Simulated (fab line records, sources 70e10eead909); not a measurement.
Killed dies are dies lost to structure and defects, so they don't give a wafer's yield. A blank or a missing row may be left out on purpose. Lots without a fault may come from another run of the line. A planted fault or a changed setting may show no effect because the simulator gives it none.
A struck lot beside a sound one | flow nand_harc | 42 steps out of a route of 1159
Sound: wafers L999.1, L999.3, L999.6. Struck: wafer L107.4. The cause comes at the end.
At each step with rows: each side's tool, then ch and its chambers, then its first start. Under that, the readings that differ: sound wafers | struck wafers | difference of the means | sigmas: that difference in standard deviations of wafers without a fault.
alike: readings whose means differ by less than 2 such deviations, and words and numbers that are the same on both sides. not compared: withheld readings, readings that some wafer has no value for, bounds like >300 that may hide the same value, and numbers for which the record gives no deviation and whose values overlap.
The two part at a step that has a row with sigmas, a row that says differs or no value, or rows on one side only. Numbers that don't overlap but have no deviation are shown without sigmas and don't part them. A reading that every wafer of one side lacks parts them only if that side has two wafers or more.

NHARC_P_STI_CD_MEAS_16:
  sound on cd_sem-03, day 4 07:16; struck on cd_sem-03, day 6 06:01
  alike: cd_nm
NHARC_P_STI_OCD_MEAS_17:
  sound on ocd-02, day 4 07:22; struck on ocd-02, day 6 06:05
  alike: trench_depth_nm, trench_foot_cd_nm
then, 3 steps without rows for these wafers: NHARC_P_STI_STRIP_19 (strips in SPM, time 900 s); NHARC_P_STI_PRECLEAN_32 (cleans in SC1); NHARC_P_STI_SRD_23.
NHARC_P_STI_OCD_MEAS_43:
  sound on ocd-01, day 4 07:52; struck on ocd-01, day 6 06:36
  alike: trench_depth_nm, trench_foot_cd_nm
then, 3 steps without rows for these wafers: NHARC_P_STI_OXIDE_33 (material SiO2, target thk 10 nm, ox time 281 s); NHARC_P_STI_HDPCVD_20 (deposits SiO2); NHARC_P_STI_ANNEAL_34 (time 1800 s).
NHARC_P_STI_CMP_21: polishes, t overpolish 20 s, target thk 380.67 nm.
  sound on cmp-03 ch 1,2,3, day 5 05:37; struck on cmp-01 ch 0, day 7 02:18
  alike: motor_current_A, overpolish_run_s
then, 1 step without rows for these wafers: NHARC_P_STI_SRD_35.
NHARC_P_STI_ETCH_36: etches SiO2 in dHF, target depth 38.8 nm.
  sound on wet_bench-02 ch 0,4,5, day 5 05:55; struck on wet_bench-02 ch 2, day 7 02:36
then, 5 steps without rows for these wafers: NHARC_P_STI_STRIP_24 (strips Si3N4 in H3PO4); NHARC_P_STI_ETCH_37 (etches SiO2 in dHF, target depth 11 nm); NHARC_P_STI_PRECLEAN_38 (cleans in SC1); NHARC_P_STI_SRD_39; NHARC_P_STI_OXIDE_40 (material SiO2, target thk 10 nm, ox time 1362 s).
NHARC_P_STI_INSPECT_25:
  sound on defect_inspect-02, day 5 15:45; struck on defect_inspect-01, day 7 12:31
  reading          | sound       | struck | difference | sigmas
  raw_defect_count | 387 548 247 | 1238   | +844       | +11
  not compared: hold
then, 11 steps without rows for these wafers: NHARC_P_GATE_PRECLEAN_70 (cleans in SC1); NHARC_P_GATE_SRD_01; NHARC_P_GATE_OXIDE_02 (material SiO2, target thk 37.5 nm, ox time 365 s); NHARC_P_GATE_DEHYDRATE_03 (time 120 s); NHARC_P_GATE_HMDS_04 (time 30 s); NHARC_P_GATE_COAT_05; NHARC_P_GATE_SOFTBAKE_06 (time 95 s); NHARC_P_GATE_EBR_07; NHARC_P_GATE_EXPOSE_08 (exposes mask P HV); NHARC_P_GATE_PEB_09 (peb time 85 s); NHARC_P_GATE_DEVELOP_10 (time 70 s).
NHARC_P_GATE_CD_MEAS_11: target cd 1640 nm.
  sound on cd_sem-03 ch 0, day 6 00:03; struck on cd_sem-03 ch 0, day 7 20:34
  alike: cd_nm
then, 1 step without rows for these wafers: NHARC_P_GATE_HARDBAKE_12 (time 80 s).
NHARC_P_GATE_DESCUM_13: chemistry O2, time 3 s.
  sound on rie_diel-08 ch 1,3, day 6 00:13; struck on rie_diel-01 ch 3, day 7 20:43
  alike: drypump_motor_current_A, oes_product_au, rf_vpp_V, showerhead_plenum_p_Torr, throttle_valve_pct
  not compared: rf_hours_counter_h
then, 6 steps without rows for these wafers: NHARC_P_GATE_ETCH_14 (etches SiO2 in dHF, target depth 48.8 nm); NHARC_P_GATE_STRIP_15 (strips in SPM, time 780 s); NHARC_P_GATE_PRECLEAN_71 (cleans in SC1); NHARC_P_GATE_SRD_72; NHARC_P_GATE_OXIDE_16 (material SiO2, target thk 3 nm, ox time 392 s); NHARC_P_GATE_CVD_17 (deposits poly-Si, target thk 150 nm, time 900 s).
NHARC_P_GATE_HM_DEP_102: deposits aC, target thk 120 nm.
  sound on acl_dep-02 ch 0, day 6 13:39; struck on acl_dep-03 ch 0, day 8 12:41
  alike: throttle_valve_pct
NHARC_P_GATE_DEP_103: deposits SiON, target thk 30 nm.
  sound on pecvd-01 ch 0,1, day 6 14:20; struck on pecvd-04 ch 1, day 8 13:11
  alike: heater_power_w
NHARC_P_GATE_INSPECT_28:
  sound on defect_inspect-01, day 6 15:10; struck on defect_inspect-02, day 8 14:02
  reading          | sound | struck | difference | sigmas
  raw_defect_count | 4 4 6 | 974    | +969       | +99 or more
  not compared: hold
-- the record jumps here: 15 days lie between the struck wafers' starts before and after (it left off in module P_GATE and takes up again in module END, whose first step shown is number 1159 of the route) --
NHARC_END_SORT_01:
  the record has rows for the struck wafers here (prober-02 ch 0, day 23 05:41) and none for the sound ones

WHERE THEY PART
First at NHARC_P_STI_INSPECT_25; last, within this record, at NHARC_END_SORT_01.

WHY: what the simulator had put in
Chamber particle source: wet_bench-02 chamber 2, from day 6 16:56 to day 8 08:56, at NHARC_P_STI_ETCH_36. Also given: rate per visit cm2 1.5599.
